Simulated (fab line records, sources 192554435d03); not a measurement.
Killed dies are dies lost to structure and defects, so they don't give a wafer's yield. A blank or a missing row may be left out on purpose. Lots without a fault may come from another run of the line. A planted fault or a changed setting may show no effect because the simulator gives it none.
Split-lot experiment | flow n5_finfet | 7 lots, 39 wafers read, on a route of 1938 steps

THE SPLIT
At N5_HKMG_FIN_ETCH_35 (etches SOC in N2/H2, target depth 215.8 nm, time 243.4 s), the setting time_s was moved away from the recipe's 243.4 s on 9 of the 39 wafers read, by -21.5% to +16.1%. The other wafers ran this setting at the recipe's value.

The reading is taken at the split's own step.

THE READING
SOC_of_HKMG_FIN_COAT_29.thk_nm (the simulator's own value, which no gauge read), in nm, at N5_HKMG_FIN_ETCH_35 (etches SOC in N2/H2, target depth 215.8 nm, time 243.4 s). The file gives no usual value for it. The 30 wafers here that ran the recipe average 89.5 nm, standard deviation 7.8 nm.

wafer  | tool, chamber at the split | time_s as run, s | against the recipe | SOC_of_HKMG_FIN_COAT_29.thk_nm, nm | against lot-mates on the recipe
L075.1 | rie_diel-04, 1             | 282.5            | +16.1%             | 53.8                               | -42.9
L075.2 | rie_diel-04, 2             | 282.5            | +16.1%             | 60.2                               | -36.5
L075.3 | rie_diel-04, 0             | 282.5            | +16.1%             | 54.8                               | -41.9
L075.4 | rie_diel-04, 3             | 243.4            | recipe             | 98                                 | -
L075.5 | rie_diel-04, 3             | 243.4            | recipe             | 98.8                               | -
L075.6 | rie_diel-04, 2             | 243.4            | recipe             | 93.4                               | -
L076.1 | rie_diel-02, 1             | 243.4            | recipe             | 96.8                               | -
L076.2 | rie_diel-02, 0             | 243.4            | recipe             | 86.8                               | -
L076.3 | rie_diel-02, 3             | 243.4            | recipe             | 101                                | -
L076.4 | rie_diel-02, 2             | 243.4            | recipe             | 85.8                               | -
L076.5 | rie_diel-02, 0             | 243.4            | recipe             | 84.2                               | -
L076.6 | rie_diel-02, 1             | 243.4            | recipe             | 96.4                               | -
L086.1 | rie_diel-04, 2             | 243.4            | recipe             | 88                                 | -
L086.2 | rie_diel-04, 1             | 243.4            | recipe             | 85.2                               | -
L086.3 | rie_diel-04, 0             | 191.1            | -21.5%             | 128                                | +43.5
L086.4 | rie_diel-04, 1             | 191.1            | -21.5%             | 131.6                              | +47.1
L086.5 | rie_diel-04, 2             | 191.1            | -21.5%             | 134                                | +49.5
L086.6 | rie_diel-04, 0             | 243.4            | recipe             | 80.2                               | -
L089.1 | rie_diel-04, 0             | 243.4            | recipe             | 87.4                               | -
L089.2 | rie_diel-04, 2             | 243.4            | recipe             | 93.8                               | -
L089.3 | rie_diel-04, 1             | 243.4            | recipe             | 88.6                               | -
L089.4 | rie_diel-04, 3             | 243.4            | recipe             | 90.4                               | -
L089.5 | rie_diel-04, 0             | 243.4            | recipe             | 86                                 | -
L089.6 | rie_diel-04, 3             | 243.4            | recipe             | 89.8                               | -
L091.1 | rie_diel-05, 0             | 243.4            | recipe             | 71.4                               | -
L091.2 | rie_diel-05, 3             | 225.1            | -7.5%              | 89.2                               | +3.5
L091.3 | rie_diel-05, 2             | 243.4            | recipe             | 96                                 | -
L091.4 | rie_diel-05, 1             | 243.4            | recipe             | 89.8                               | -
L091.5 | rie_diel-05, 3             | 225.1            | -7.5%              | 88.2                               | +2.5
L091.6 | rie_diel-05, 2             | 225.1            | -7.5%              | 111.2                              | +25.5
L092.1 | rie_diel-02, 0             | 243.4            | recipe             | 86.4                               | -
L092.2 | rie_diel-02, 3             | 243.4            | recipe             | 100.2                              | -
L092.3 | rie_diel-02, 2             | 243.4            | recipe             | 88.6                               | -
L092.4 | rie_diel-02, 1             | 243.4            | recipe             | 96.6                               | -
L092.5 | rie_diel-02, 3             | 243.4            | recipe             | 98.4                               | -
L092.6 | rie_diel-02, 2             | 243.4            | recipe             | 88.2                               | -
L093.1 | rie_diel-05, 2             | 243.4            | recipe             | 94.2                               | -
L093.2 | rie_diel-05, 0             | 243.4            | recipe             | 72.6                               | -
L093.5 | rie_diel-05, 0             | 243.4            | recipe             | 72.8                               | -

THE FIT
A straight line over all 39 wafers: SOC_of_HKMG_FIN_COAT_29.thk_nm changes by -1.92 nm for each +1% of time_s; r = -0.88; the points scatter about the line by 8 nm.
The same after taking each lot's own level away (the mean of its wafers on the recipe; 39 wafers): -2.25 nm for each +1%; r = -0.93; scatter 6.7 nm.
On that fit, the largest move of time_s shifts the reading by 48 nm.
The lots' own levels span 79.87 to 96.73 nm, that is 2.2 times the standard deviation above.
So the lot-to-lot level changes the slope: the two fits differ.
Check: with one of the wafers moved furthest among these (-21.5%) left out of the fit, the line predicts +48.4 nm for it against its lot-mates. It came out at +43.5 nm against them.

OTHER SPLITS ON THESE WAFERS
These wafers also went through other splits before the reading. Each is held against what the fit with the lots' levels taken away leaves over:
other split on the same wafers        | wafers away from the commonest value | r with SOC_of_HKMG_FIN_COAT_29.thk_nm (lot level and that fit taken away)
N5_FIN_CUT_CUT_ETCH_26 target_depth_a | 18                                   | +0.12
N5_DUMMY_GATE_EXPOSE_12 dose_mj       | 15                                   | +0.13
N5_HKMG_FIN_ETCH_55 time_s            | 12                                   | +0.15

THE WHOLE CHAIN: every reading that the file lists as answering this split, in the file's order
step                | what it does                                             | reading                                                                         | change (the file's fit)              | r (the file's)
N5_HKMG_FIN_ETCH_35 | etches SOC in N2/H2, target depth 215.8 nm, time 243.4 s | etch.depth_nm (the simulator's own value, which no gauge read)                  | +2.24 nm for each +1% of the setting | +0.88
N5_HKMG_FIN_ETCH_35 | etches SOC in N2/H2, target depth 215.8 nm, time 243.4 s | HKMG_FIN.feature_depth_nm (the simulator's own value, which no gauge read)      | +2.25 nm for each +1% of the setting | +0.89
N5_HKMG_FIN_ETCH_35 | etches SOC in N2/H2, target depth 215.8 nm, time 243.4 s | SOC_of_HKMG_FIN_COAT_29.thk_nm (the simulator's own value, which no gauge read) | -2.23 nm for each +1% of the setting | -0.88

THE FILE'S OWN FIT
SOC_of_HKMG_FIN_COAT_29.thk_nm changes by -2.23 nm for each +1% of time_s, r = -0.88.
